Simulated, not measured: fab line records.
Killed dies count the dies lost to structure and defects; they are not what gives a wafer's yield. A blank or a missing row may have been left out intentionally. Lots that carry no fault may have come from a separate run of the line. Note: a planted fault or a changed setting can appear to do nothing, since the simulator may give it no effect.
Chamber matching :: flow nand_harc :: 4 sister chambers for NHARC_P_M0_DESCUM_14 on rie_diel-10
The step chemistry O2, time 3 s. 8 wafers are shown with their chamber, then 12 later ones without.

## EACH WAFER AND ITS CHAMBER
wafer: L082.6
chamber: 2
drypump_motor_current_A (A): 5.2
oes_product_au (a.u.): 1.001

wafer: L087.6
chamber: 1
drypump_motor_current_A (A): 5.6
oes_product_au (a.u.): 0.995

wafer: L089.2
chamber: 1
drypump_motor_current_A (A): 5.7
oes_product_au (a.u.): 0.991

wafer: L089.4
chamber: 3
drypump_motor_current_A (A): 5.7
oes_product_au (a.u.): 1.002

wafer: L089.5
chamber: 0
drypump_motor_current_A (A): 5.3
oes_product_au (a.u.): 0.991

wafer: L090.1
chamber: 3
drypump_motor_current_A (A): 5.7
oes_product_au (a.u.): 1.006

wafer: L090.4
chamber: 2
drypump_motor_current_A (A): 5.2
oes_product_au (a.u.): 0.993

wafer: L090.6
chamber: 0
drypump_motor_current_A (A): 5.3
oes_product_au (a.u.): 1.002

## WAFERS WHOSE CHAMBER IS MISSING
wafer: L092.1
drypump_motor_current_A (A): 5.7
oes_product_au (a.u.): 1.000

wafer: L092.4
drypump_motor_current_A (A): 5.3
oes_product_au (a.u.): 0.992

wafer: L092.6
drypump_motor_current_A (A): 5.7
oes_product_au (a.u.): 1.007

wafer: L091.1
drypump_motor_current_A (A): 5.7
oes_product_au (a.u.): 0.987

wafer: L091.3
drypump_motor_current_A (A): 5.2
oes_product_au (a.u.): 0.997

wafer: L091.6
drypump_motor_current_A (A): 5.6
oes_product_au (a.u.): 1.006

wafer: L093.2
drypump_motor_current_A (A): 5.2
oes_product_au (a.u.): 0.999

wafer: L093.3
drypump_motor_current_A (A): 5.7
oes_product_au (a.u.): 1.008

wafer: L093.6
drypump_motor_current_A (A): 5.2
oes_product_au (a.u.): 1.005

wafer: L097.1
drypump_motor_current_A (A): 5.2
oes_product_au (a.u.): 0.986

wafer: L097.4
drypump_motor_current_A (A): 5.3
oes_product_au (a.u.): 0.985

wafer: L097.6
drypump_motor_current_A (A): 5.7
oes_product_au (a.u.): 0.995

## WHICH CHAMBER EACH ONE RAN IN
wafer: L092.1
from the rows above: can't be placed: 3 or 1
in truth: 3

wafer: L092.4
from the rows above: 0
in truth: 0

wafer: L092.6
from the rows above: 3
in truth: 3

wafer: L091.1
from the rows above: can't be placed: 1 or 3
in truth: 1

wafer: L091.3
from the rows above: 2
in truth: 2

wafer: L091.6
from the rows above: can't be placed: 3 or 1
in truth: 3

wafer: L093.2
from the rows above: 2
in truth: 2

wafer: L093.3
from the rows above: 3
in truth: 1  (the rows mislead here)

wafer: L093.6
from the rows above: can't be placed: 2 or 0
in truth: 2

wafer: L097.1
from the rows above: can't be placed: 2 or 0
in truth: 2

wafer: L097.4
from the rows above: can't be placed: 0 or 2
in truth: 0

wafer: L097.6
from the rows above: can't be placed: 1 or 3
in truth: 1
Correctly placed: 4 of 12. Cannot be placed on the basis of these rows: 7; the candidates contain the true chamber in 7. Wrongly placed: 1.
How it was worked out, from the rows above alone: a wafer's distance from a chamber is the root of the sum, over the readings, of the square of ((its reading less the chamber's mean) divided by the reading's scatter). If the next closest chamber is less than 2 further off than the closest, the wafer can't be placed; otherwise it belongs to the closest. A chamber's mean is the mean of its shown wafers. How the scatter is found: for the shown wafers, subtract from each reading the mean of its chamber, square and add these, divide the total by (wafers less chambers), then take the root.
